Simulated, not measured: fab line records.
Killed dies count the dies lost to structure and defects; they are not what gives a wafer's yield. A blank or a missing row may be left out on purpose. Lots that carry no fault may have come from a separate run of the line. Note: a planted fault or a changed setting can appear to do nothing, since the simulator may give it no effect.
Comparing a struck lot with a sound one || flow n5 finfet || 19 out of 1938 route steps
Sound: the wafers L981.4, L981.5, L981.6. Struck: wafers L976.1, L976.2, L976.4. The cause is named last.
For every step that has rows: the tool of each side, followed by ch and its chambers, followed by its first start. Under that, the readings that differ: sound wafers || struck wafers || difference of the means || sigmas: that difference in standard deviations of wafers without a fault.
alike: readings with means less than 2 such deviations apart, plus words and numbers identical on both sides. not compared: withheld readings, readings lacking a value on some wafer, bounds such as >300 that could conceal the same value, and numbers that have no deviation in the record and whose values overlap.
The two part at a step that has a row with sigmas, a row that says differs or no value, or rows on one side only. Numbers that have no deviation but don't overlap get no sigmas and don't part them. A reading missing from all wafers of one side parts the sides only when that side holds two or more wafers.

first, 8 steps without rows for these wafers: N5_BEOL_M10_CMP_52 (polishes, stops on SiCOH lowk, t overpolish 7 s, target thk 140 nm); N5_BEOL_M10_PRE_CLEAN_55 (time 15 s); N5_BEOL_M10_DEP_56 (deposits SiCN from 3MS/NH3, target thk 15 nm, time 26.5 s); N5_BEOL_M11_ILD_DEP_00 (deposits SiCOH lowk from DEMS/porogen, target thk 308.51 nm, time 58 s); N5_BEOL_M11_CURE_71 (cures SiCOH lowk, time 240 s); N5_BEOL_M11_PECVD_70 (deposits SiO2 from TEOS/O2, target thk 20 nm, time 22.7 s); N5_BEOL_M11_HM_DEP_02 (deposits TiN, target thk 20 nm); N5_BEOL_M11_COAT_59 (time 60 s, resist thk 100 nm).
N5_BEOL_M11_COAT_60: time 60 s, resist thk 30 nm.
  sound on litho track-04 ch 0, day 15 00:35; struck on litho track-02 ch 0, day 13 11:31
{"reading": "spin speed rpm (rpm)", "sound": "1501.6 1500.1 1499.2", "struck": "1266.7 1263.9 1265.2", "difference": -235.0, "sigmas": "-99 or more"}
{"reading": "model.SiARC_of_BEOL_M11_COAT_60.thk nm (nm)", "sound": "30 30.2 30", "struck": "32.8 32.8 32.8", "difference": "+2.7", "sigmas": ""}
  alike: chill plate temp C
then, 7 steps without rows for these wafers: N5_BEOL_M11_COAT_05 (resist thk 90 nm); N5_BEOL_M11_EBR_07; N5_BEOL_M11_SOFTBAKE_06 (time 60 s); N5_BEOL_M11_EXPOSE_08 (exposes mask M11); N5_BEOL_M11_PEB_09 (peb time 60 s); N5_BEOL_M11_DEVELOP_10 (develop time 30 s); N5_BEOL_M11_DESCUM_16 (chemistry O2, time 7.9 s).
N5_BEOL_M11_ETCH_61: etches SiARC in CF4, target depth 39 nm, time 65 s.
  sound on rie diel-02 ch 1,2, day 15 01:04; struck on rie diel-05 ch 1,3, day 13 12:01
{"reading": "etch rf on time s (s)", "sound": "64.1 64.3 64.2", "struck": "71.7 69.6 71.9", "difference": "+6.9", "sigmas": "+7"}
{"reading": "model.etch.depth nm (nm)", "sound": "29.96 30.12 30", "struck": "32.79 32.81 32.86", "difference": "+2.79", "sigmas": ""}
{"reading": "model.CAR-ArF_of_BEOL_M11_COAT_05.thk nm (nm)", "sound": "55.6 55.2 55.4", "struck": "53.4 53.4 53.6", "difference": -1.9, "sigmas": ""}
  alike: drypump motor current A, oes product au, rf vpp V, showerhead plenum p Torr, throttle valve pct
  not compared: rf hours counter h
N5_BEOL_M11_ETCH_62: etches SOC in N2/H2, target depth 110 nm, overetch 22 nm, time 165 s.
  sound on rie diel-02 ch 1,2, day 15 01:07; struck on rie diel-05 ch 1,3, day 13 12:04
{"reading": "model.SiARC_of_BEOL_M11_COAT_60.thk nm (nm)", "sound": "23.2 23.6 23.2", "struck": "26.4 26.4 26.6", "difference": "+3.1", "sigmas": ""}
  alike: drypump motor current A, n2 flow sccm, oes product au, rf vpp V, showerhead plenum p Torr, temp c, throttle valve pct
  not compared: rf hours counter h
then, 1 step without rows for these wafers: N5_BEOL_M11_STRIP_68 (strips in N2/H2).

== WHERE THEY PART ==
At N5_BEOL_M11_COAT_60 first; at N5_BEOL_M11_ETCH_61 last (within this record only). Later steps at which nothing parts them and some readings are alike: N5_BEOL_M11_ETCH_62.

WHY: whatever the simulator had introduced
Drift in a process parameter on litho track-02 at N5_BEOL_M11_COAT_60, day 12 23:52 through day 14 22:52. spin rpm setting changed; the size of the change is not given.
